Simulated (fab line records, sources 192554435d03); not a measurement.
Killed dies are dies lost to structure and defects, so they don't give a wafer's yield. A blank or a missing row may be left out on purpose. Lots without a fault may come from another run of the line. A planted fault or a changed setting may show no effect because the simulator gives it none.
fab line records | flow n5_finfet
record lots=10 wafers=29 last_day=17
route steps=1938 shown BEOL_M6@1239 BEOL_M7@1263 PASSIVATION@1936
lots that met no fault: from a run of the same line without faults
start_h: hours from the record's first day to the start of the lot's first wafer shown | wait_h: hours since the lot's step before | " the same as in the row above | L1.1+2: a row that stands for several wafers | - no value, or no start given | * or withheld: withheld | < > ~ a bound
route shown NAME@n: a module of which the file shows steps, and the number in the route of the first | usual: mean/standard deviation of fault-free wafers | same: alike in all rows | chamber/n: place in a boat | sites: the reading at each site | _std_site: their standard deviation | _edge_site: outer sites' mean less inner sites' | radius_mm: how far each site lies from the wafer's centre | mask NAME#n: copy n | behind: the tool/chamber that last shaped the wafer | hold: why the lot was held/for how many hours/how that ended | device: the transistor (n, p or np) that didn't switch | end of line: the same wafers' tests at the end of the route | a step without rows: its recipe alone | killed: dies lost to structure and defects at the first sort, not the wafer's yield | map: a wafer's dies, x killed, . not, _ none there
set.NAME: the setting as run; set.NAME@STEP: as run at that earlier step | model.NAME: the simulator's own value behind a step, which no gauge read
steps of the route over a sample of lots; a table a step, a row a wafer
services: from which hour (start_h, from the record's first day; less than 0 if before it) a tool's chamber was out of use, for how many hours, and why
## steps
# step N5_BEOL_M6_TRENCH_ETCH_37
# recipe chemistry=C4F6/O2 target_depth_a=944.35 target=SiCOH_lowk time_s=31.5 ion_energy_ev=250 pressure_mtorr=30 source_w=345 bias_w=185 Ar_flow_sccm=300 C4F6_flow_sccm=10 O2_flow_sccm=10
# usual drypump_motor_current_A=5.6/0.51 oes_product_au=0.78/0.079 rf_vpp_V=658/8.8 showerhead_plenum_p_Torr=2.86/0.12 throttle_valve_pct=20.99/0.26
# same time_s=31.5
# columns lot.wafer tool chamber start_h wait_h drypump_motor_current_A oes_product_au rf_hours_counter_h rf_vpp_V showerhead_plenum_p_Torr throttle_valve_pct
L962.1 rie_diel-04 3 - - 5.1 0.76 128 662 2.87 21.16
L962.6 " 3 " " 5.1 0.75 - 662 2.87 21.17
L964.2 rie_diel-05 2 - - 5.4 0.85 57 663 2.97 20.56
L964.3 " 1 " " 5.1 0.87 46 653 2.80 20.86
L964.4 " 0 " " 5.9 0.76 128 665 3.00 21.33
L965.2 rie_diel-05 1 - - 5.1 0.86 48 654 2.79 20.87
L965.3 " 0 " " 5.9 0.75 131 663 2.99 21.33
L965.5 " 0 " " 5.9 0.76 - 663 2.99 21.33
L967.3 rie_diel-04 2 - - 6.3 0.85 67 653 2.79 21.27
L967.4 " 3 " " 5.0 0.76 136 664 2.87 21.18
L967.5 " 0 " " 5.8 0.68 - 661 2.93 21.01
L970.1 rie_diel-05 1 - - 5.1 0.87 54 655 2.79 20.87
L970.4 " 3 " " 6.4 0.67 247 643 2.69 20.97
L970.5 " 1 " " 5.1 0.86 - 655 2.79 20.87
L973.3 rie_diel-06 0 - - 4.8 0.73 185 641 2.75 21.08
L973.4 " 1 " " 5.6 0.71 216 680 2.83 21.36
L973.5 " 3 " " 4.8 0.91 - 661 3.04 21.02
L974.1 rie_diel-04 2 - - 6.3 0.83 84 652 2.79 21.29
L974.2 " 1 " " 5.9 0.72 207 666 2.69 20.67
L974.4 " 3 " " 5.1 0.75 154 663 2.86 21.18
L981.3 rie_diel-06 0 - - 4.8 0.71 200 640 2.74 21.09
L981.4 " 3 " " 4.9 0.89 43 660 3.03 21.04
L981.6 " 0 " " 4.8 0.72 - 640 2.74 21.10
L983.1 rie_diel-05 3 - - 6.4 0.90 22 654 3.02 20.65
L983.4 " 0 " " 5.9 0.73 169 663 2.98 21.39
L983.6 " 0 " " 5.8 0.73 - 663 2.98 21.39
L984.3 rie_diel-06 2 - - 5.3 0.70 232 646 2.80 21.12
L984.5 " 3 " " 4.9 0.89 - 661 3.03 21.04
L984.6 " 2 " " 5.3 0.70 - 646 2.80 21.11
# step N5_BEOL_M7_ILD_DEP_00
# recipe material=SiCOH_lowk target_thk_a=1797.5 temp_c=300 precursor=DEMS/porogen pressure_torr=5 rf_w=500 time_s=33.4
# usual heater_power_w=310/46 showerhead_plenum_p_Torr=5.737/0.016 throttle_valve_pct=13.6/0.43
# same time_s=33.4
# columns lot.wafer tool chamber start_h wait_h heater_power_w showerhead_plenum_p_Torr throttle_valve_pct
L962.1 pecvd-04 2 188.05 0.0 381 5.744 13.0
L962.6 " 1 " " 241 5.756 13.8
L964.2 pecvd-04 0 200.86 0.0 245 5.719 13.9
L964.3 " 1 " " 293 5.763 13.6
L964.4 " 0 " " 249 5.718 14.0
L965.2 pecvd-02 1 205.55 0.0 324 5.750 14.3
L965.3 " 1 " " 322 5.735 14.1
L965.5 " 0 " " 335 5.746 13.1
L967.3 pecvd-04 2 213.90 0.0 374 5.736 13.0
L967.4 " 0 " " 264 5.719 14.1
L967.5 " 1 " " 293 5.754 13.8
L970.1 pecvd-02 0 223.08 0.0 351 5.736 13.1
L970.4 " 0 " " 353 5.741 13.1
L970.5 " 0 " " 356 5.744 13.0
L973.3 pecvd-02 0 261.44 0.0 336 5.734 13.1
L973.4 " 0 " " 335 5.749 13.5
L973.5 " 1 " " 300 5.733 14.3
L974.1 pecvd-02 2 261.97 0.0 311 5.736 12.8
L974.2 " 1 " " 318 5.751 14.0
L974.4 " 2 " " 315 5.714 13.2
L981.3 pecvd-04 2 300.49 0.0 367 5.729 13.5
L981.4 " 0 " " 272 5.707 14.2
L981.6 " 1 " " 263 5.762 13.5
L983.1 pecvd-04 2 313.06 0.0 356 5.732 13.3
L983.4 " 0 " " 286 5.719 13.9
L983.6 " 0 " " 220 5.711 14.3
L984.3 pecvd-04 0 313.39 0.1 282 5.716 13.8
L984.5 " 0 " " 218 5.714 14.0
L984.6 " 2 " " 373 5.735 13.3
# step N5_BEOL_M7_CURE_74
# recipe temp_c=385 time_s=240 ambient=He/Ar material=SiCOH_lowk
# usual lamp_power_pct=52.31/0.057 wafer_temp_C_max=386.7/0.52
# same time_s=240
# columns lot.wafer tool chamber start_h wait_h lamp_power_pct wafer_temp_C_max
L962.1 uv_cure-02 2 188.49 0.4 52.33 386.6
L962.6 " 2 " " 52.36 386.9
L964.2 uv_cure-03 1 201.00 0.1 52.28 386.5
L964.3 " 1 " " 52.31 386.1
L964.4 " 1 " " 52.33 386.8
L965.2 uv_cure-01 0 205.83 0.3 52.27 386.8
L965.3 " 0 " " 52.26 387.5
L965.5 " 0 " " 52.31 387.5
L967.3 uv_cure-03 0 214.15 0.2 52.33 386.1
L967.4 " 0 " " 52.40 386.4
L967.5 " 0 " " 52.35 386.5
L970.1 uv_cure-03 2 223.23 0.1 52.27 387.5
L970.4 " 2 " " 52.38 387.7
L970.5 " 2 " " 52.41 387.7
L973.3 uv_cure-01 2 261.67 0.2 52.29 386.3
L973.4 " 2 " " 52.42 386.4
L973.5 " 2 " " 52.36 385.9
L974.1 uv_cure-01 0 262.03 0.0 52.40 387.9
L974.2 " 0 " " 52.30 387.2
L974.4 " 0 " " 52.29 387.0
L981.3 uv_cure-01 1 300.71 0.2 52.40 387.0
L981.4 " 1 " " 52.30 386.8
L981.6 " 1 " " 52.24 386.7
L983.1 uv_cure-01 2 313.15 0.1 52.26 386.6
L983.4 " 2 " " 52.28 385.6
L983.6 " 2 " " 52.30 386.4
L984.3 uv_cure-01 0 313.79 0.4 52.37 386.8
L984.5 " 0 " " 52.32 387.6
L984.6 " 0 " " 52.35 387.4
# step N5_BEOL_M7_THK_MEAS_01
# recipe reads=SiCOH_lowk_of_BEOL_M7_ILD_DEP_00
# usual M7_ILD_THK=155.0/1.9
# columns lot.wafer tool chamber start_h wait_h M7_ILD_THK[nm]
L962.1 film_metro-02 - 189.48 0.8 153.3
L962.6 " - " " 157.0
L964.2 film_metro-02 - 201.44 0.4 156.2
L964.3 " - " " 154.6
L964.4 " - " " 158.5
L965.2 film_metro-01 - 206.27 0.4 152.5
L965.3 " - " " 154.4
L965.5 " - " " 155.5
L967.3 film_metro-01 - 214.51 0.3 155.4
L967.4 " - " " 158.2
L967.5 " - " " 154.4
L970.1 film_metro-01 - 223.76 0.4 152.8
L970.4 " - " " 155.9
L970.5 " - " " 155.1
L973.3 film_metro-01 - 262.02 0.3 152.4
L973.4 " - " " 155.5
L973.5 " - " " 155.3
L974.1 film_metro-02 - 262.55 0.4 155.8
L974.2 " - " " 155.2
L974.4 " - " " 159.7
L981.3 film_metro-02 - 301.07 0.3 152.9
L981.4 " - " " 155.1
L981.6 " - " " 155.7
L983.1 film_metro-02 - 313.66 0.4 129.3
L983.4 " - " " 154.4
L983.6 " - " " 154.4
L984.3 film_metro-02 - 314.14 0.3 156.1
L984.5 " - " " 155.9
L984.6 " - " " 133.5
# step N5_BEOL_M7_PECVD_70
# recipe material=SiO2 target_thk_a=200 temp_c=400 precursor=TEOS/O2 pressure_torr=5.5 rf_w=450 teos_flow_sccm=53.8 gas=O2 flow_sccm=3000 time_s=22.7
# usual heater_power_w=710/87 showerhead_plenum_p_Torr=8.77/0.043 throttle_valve_pct=22.1/0.71
# same time_s=22.7
# columns lot.wafer tool chamber start_h wait_h heater_power_w showerhead_plenum_p_Torr throttle_valve_pct
L962.1 pecvd-04 2 189.52 0.0 866 8.77 21.2
L962.6 " 1 " " 695 8.88 21.9
L964.2 pecvd-01 1 201.47 0.0 729 8.72 23.2
L964.3 " 2 " " 618 8.78 21.7
L964.4 " 1 " " 730 8.70 23.5
L965.2 pecvd-01 0 206.30 0.0 628 8.74 22.1
L965.3 " 1 " " 743 8.71 23.5
L965.5 " 1 " " 714 8.71 23.2
L967.3 pecvd-02 1 214.56 0.1 702 8.76 22.8
L967.4 " 0 " " 805 8.81 21.1
L967.5 " 1 " " 701 8.76 22.8
L970.1 pecvd-01 1 223.80 0.0 822 8.70 23.5
L970.4 " 0 " " 590 8.75 21.9
L970.5 " 2 " " 673 8.77 21.9
L973.3 pecvd-01 2 262.06 0.0 660 8.79 22.0
L973.4 " 1 " " 847 8.72 23.3
L973.5 " 0 " " 606 8.75 21.9
L974.1 pecvd-01 2 262.58 0.0 727 8.79 21.9
L974.2 " 0 " " 582 8.74 22.3
L974.4 " 1 " " 840 8.73 23.3
L981.3 pecvd-02 1 301.10 0.0 697 8.77 22.9
L981.4 " 2 " " 781 8.73 21.4
L981.6 " 0 " " 804 8.80 21.6
L983.1 pecvd-02 1 313.70 0.0 751 8.79 23.1
L983.4 " 2 " " 766 8.75 21.4
L983.6 " 1 " " 750 8.76 22.9
L984.3 pecvd-04 0 314.20 0.1 603 8.70 22.6
L984.5 " 0 " " 609 8.72 22.7
L984.6 " 2 " " 788 8.79 21.8
# step N5_PASSIVATION_PROBE_49
# usual defect_limited_yield=91.3/1.5 killed_at_M0_to_M3=35/10 killed_at_M4_up=12/4.6 killed_at_contacts=13/6.6 killed_at_front_end=39/11 killed_at_other=4/3.4 killed_dies=103/17 killed_open=67/13 killed_short=35/8.2 sort_bin_5_function=5.1/0.94 sort_bin_6_memory=3.2/0.7 sort_bin_8_speed=0.00/0.03 sort_n_pass=1077/17 sort_yield_pct=91.3/1.5
# same gross_dies=1180 killed_at_back_side=0 sort_bin_4_leakage[%]=0
# columns lot.wafer tool chamber start_h wait_h defect_limited_yield[%] killed_at_M0_to_M3 killed_at_M4_up killed_at_contacts killed_at_front_end killed_at_other killed_dies killed_open killed_short sort_bin_5_function[%] sort_bin_6_memory[%] sort_bin_8_speed[%] sort_n_pass sort_yield_pct[%]
L983.1 prober-02 - 406.11 0.0 91.9 46 11 4 31 4 96 66 29 5.3 2.6 0 1084 91.9
# killed by level:class
L983.1 BEOL_M2:geometric_particle:open=11 FIN_SAQP:geometric_particle:short=10 BEOL_M0_SAQP:geometric_particle:open=10 FIN_SAQP:geometric_particle:open=8 BEOL_M3:geometric_particle:open=8 BEOL_M0_SAQP:geometric_particle:short=6 STI_FIN_REVEAL:geometric_particle:open=4 MOL_CONTACT_COAG:geometric_particle:open=4
## services
# columns tool chamber start_h hours kind
rie_diel-04 - 164.74 4.3 pm
pecvd-01 - 167.15 7.7 repair
uv_cure-02 - 179.33 1.0 pm
uv_cure-03 - 185.80 6.9 repair
pecvd-02 2 202.38 - clean
rie_diel-04 - 212.56 0.5 repair
rie_diel-05 0 213.29 4.7 repair
rie_diel-06 - 216.71 2.8 pm
uv_cure-01 - 217.77 2.1 pm
pecvd-04 2 218.71 5.5 scheduled_down
pecvd-02 1 220.64 5.0 repair
uv_cure-02 - 221.96 3.4 pm
rie_diel-04 0 224.29 7.6 repair
rie_diel-04 - 228.63 2.8 pm
uv_cure-02 - 235.10 28.1 pm
pecvd-01 - 246.76 2.8 pm
uv_cure-01 - 249.88 0.8 repair
rie_diel-06 3 258.82 2.4 repair
pecvd-01 0 274.91 19.8 repair
uv_cure-01 - 277.81 1.0 repair
uv_cure-01 - 291.28 2.8 pm
uv_cure-03 - 296.03 1.0 repair
uv_cure-02 - 299.19 2.8 pm
pecvd-04 1 311.01 5.5 scheduled_down
## key
first_sign step=N5_BEOL_M7_THK_MEAS_01 reading=M7_ILD_THK direction=down sigmas=13 usual=155.0 struck=131.4
effect none on later readings
met_at N5_BEOL_M7_ILD_DEP_00
struck_lots L983,L984
struck_wafers L983.1,L984.6
not_acting_at N5_BEOL_M6_TRENCH_ETCH_37,N5_BEOL_M7_CURE_74,N5_BEOL_M7_PECVD_70
onset_between 300.49 313.06
fault kind=site_profile_drift tool=pecvd-04 chamber=2 onset_h=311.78 steps=N5_BEOL_M7_ILD_DEP_00 basis=fraction max_abs_drift=0.25973 slope_share_per_hr=57.718 site_pattern=0,0,0,0,0,-1,-1,-1,-1
